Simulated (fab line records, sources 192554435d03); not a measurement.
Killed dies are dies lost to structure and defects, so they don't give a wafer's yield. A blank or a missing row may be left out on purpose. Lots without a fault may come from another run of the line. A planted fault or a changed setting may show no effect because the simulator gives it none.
Chamber matching | flow n5_finfet | N5_BEOL_M2_ALD_98 on ald_sin-04: 4 sister chambers
The step deposits SiO2, target thk 2.5 nm, pulse time 1 s, co reactant pulse time 1 s. 14 wafers are shown with their chamber, then 7 later ones without.

WAFERS WITH THEIR CHAMBER
wafer  | chamber | heater_power_w (W) | precursor_pulse_height_rel
L075.2 | 3       | 99                 | 0.994
L075.3 | 0       | 78                 | 1.002
L075.5 | 1       | 71                 | 1.017
L076.2 | 2       | 70                 | 1.004
L076.4 | 3       | 96                 | 1.017
L076.5 | 1       | 68                 | 1.000
L084.1 | 1       | 72                 | 1.012
L084.2 | 2       | 71                 | 0.994
L084.6 | 0       | 74                 | 0.994
L085.3 | 2       | 67                 | 0.983
L085.4 | 3       | 97                 | 1.012
L085.5 | 2       | 69                 | 1.016
L087.1 | 2       | 68                 | 0.990
L087.2 | 0       | 75                 | 1.006

SIGNATURES (means of the wafers above)
reading                    | chamber 0 | chamber 1 | chamber 2 | chamber 3 | scatter within a chamber
heater_power_w             | 75.67     | 70.33     | 69.00     | 97.33     | 1.79
precursor_pulse_height_rel | 1.00067   | 1.00967   | 0.99740   | 1.00767   | 0.0109
Rule: a wafer's distance from a chamber is the root of the sum, over the readings, of the square of ((its reading less the chamber's mean) divided by the reading's scatter). The wafer belongs to the nearest chamber; if the next one is less than 2 further off, it can't be placed. The scatter: the root of (the sum of the squares of (reading less its chamber's mean) over the shown wafers, divided by (wafers less chambers)).

WAFERS WITHOUT THEIR CHAMBER
wafer  | heater_power_w (W) | precursor_pulse_height_rel
L087.3 | 71                 | 1.016
L089.1 | 95                 | 0.974
L089.2 | 72                 | 0.978
L089.4 | 69                 | 1.000
L097.2 | 69                 | 1.000
L097.3 | 71                 | 0.999
L097.4 | 75                 | 1.011

WHICH CHAMBER EACH WENT THROUGH
wafer  | from the rows above          | in truth
L087.3 | can't be placed: 1 or 2      | 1
L089.1 | 3                            | 3
L089.2 | can't be placed: 2 or 0 or 1 | 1
L089.4 | can't be placed: 2 or 1      | 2
L097.2 | can't be placed: 2 or 1      | 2
L097.3 | can't be placed: 1 or 2 or 0 | 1
L097.4 | can't be placed: 0 or 1      | 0
Placed correctly: 1 of 7. Can't be placed from these rows: 6 (the true chamber is among the candidates in 6). Placed wrongly: 0.
